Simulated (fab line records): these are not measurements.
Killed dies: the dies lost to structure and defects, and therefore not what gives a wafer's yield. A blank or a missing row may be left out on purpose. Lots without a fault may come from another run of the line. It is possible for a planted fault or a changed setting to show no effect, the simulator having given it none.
Chamber matching    flow nand-harc    4 sister chambers for NHARC_P_M0_DESCUM_14 on rie-diel-02
The step chemistry O2, time 3 s. 22 wafers are shown with their chamber, then 11 later ones without.

== WAFERS PAIRED WITH THEIR CHAMBERS ==
wafer   chamber  showerhead-plenum-p-Torr (Torr)  drypump-motor-current-A (A)  rf-vpp-V (V)
L766.1  0        2.04                             6.2                          58.9
L766.2  2        1.92                             6.5                          58.1
L766.5  3        1.81                             6.6                          57.2
L767.2  0        2.04                             6.2                          59.0
L767.5  3        1.81                             6.6                          57.4
L767.6  0        2.04                             6.2                          57.5
L774.1  1        1.91                             6.6                          58.0
L774.2  0        2.03                             6.1                          58.5
L774.4  3        1.80                             6.6                          57.5
L776.1  3        1.80                             6.6                          57.1
L776.2  2        1.92                             6.4                          57.2
L776.3  1        1.90                             6.6                          58.9
L779.3  1        1.90                             6.6                          56.7
L779.4  3        1.80                             6.6                          56.2
L779.6  3        1.80                             6.6                          56.7
L778.1  0        2.03                             6.2                          58.2
L778.2  2        1.92                             6.5                          58.1
L778.6  1        1.90                             6.6                          58.4
L780.2  3        1.80                             6.6                          56.5
L780.3  0        2.03                             6.2                          58.4
L780.4  1        1.90                             6.6                          58.6
L781.2  0        2.03                             6.1                          59.4

SIGNATURES (averages over the wafers above)
reading                   chamber 0  chamber 1  chamber 2  chamber 3  scatter within a chamber
showerhead-plenum-p-Torr  2.0343     1.9020     1.9200     1.8029     0.00468
drypump-motor-current-A   6.171      6.600      6.467      6.600      0.0341
rf-vpp-V                  58.557     58.120     57.800     56.943     0.633
Rule: a wafer lies at a distance from a chamber equal to the root of the sum of squares, over the readings, of (its reading less the chamber's mean, divided by the reading's scatter). The wafer belongs to the nearest chamber; if the next one is less than 2 further off, it can't be placed. The scatter is the square root of a quotient: the sum, over the shown wafers, of each reading's squared deviation from its chamber's mean, divided by wafers minus chambers.

== WAFERS MISSING THEIR CHAMBER ==
wafer   showerhead-plenum-p-Torr (Torr)  drypump-motor-current-A (A)  rf-vpp-V (V)
L781.5  1.80                             6.6                          56.6
L781.6  1.92                             6.5                          56.5
L782.2  1.90                             6.6                          57.9
L782.4  1.92                             6.5                          57.3
L782.5  2.03                             6.2                          57.5
L784.2  1.80                             6.6                          57.9
L784.4  2.03                             6.1                          58.9
L784.6  1.91                             6.4                          56.4
L787.3  1.80                             6.6                          56.1
L787.5  1.80                             6.6                          57.3
L787.6  1.91                             6.5                          57.8

== CHAMBER TAKEN BY EACH ==
wafer   from the rows above      in truth
L781.5  3                        3
L781.6  2                        2
L782.2  1                        1
L782.4  2                        2
L782.5  0                        0
L784.2  3                        3
L784.4  0                        0
L784.6  2                        2
L787.3  3                        3
L787.5  3                        3
L787.6  can't be placed: 2 or 1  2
Correctly placed: 10 of 11. Cannot be placed on the basis of these rows: 1; the candidates contain the true chamber in 1. Number placed wrongly: 0.
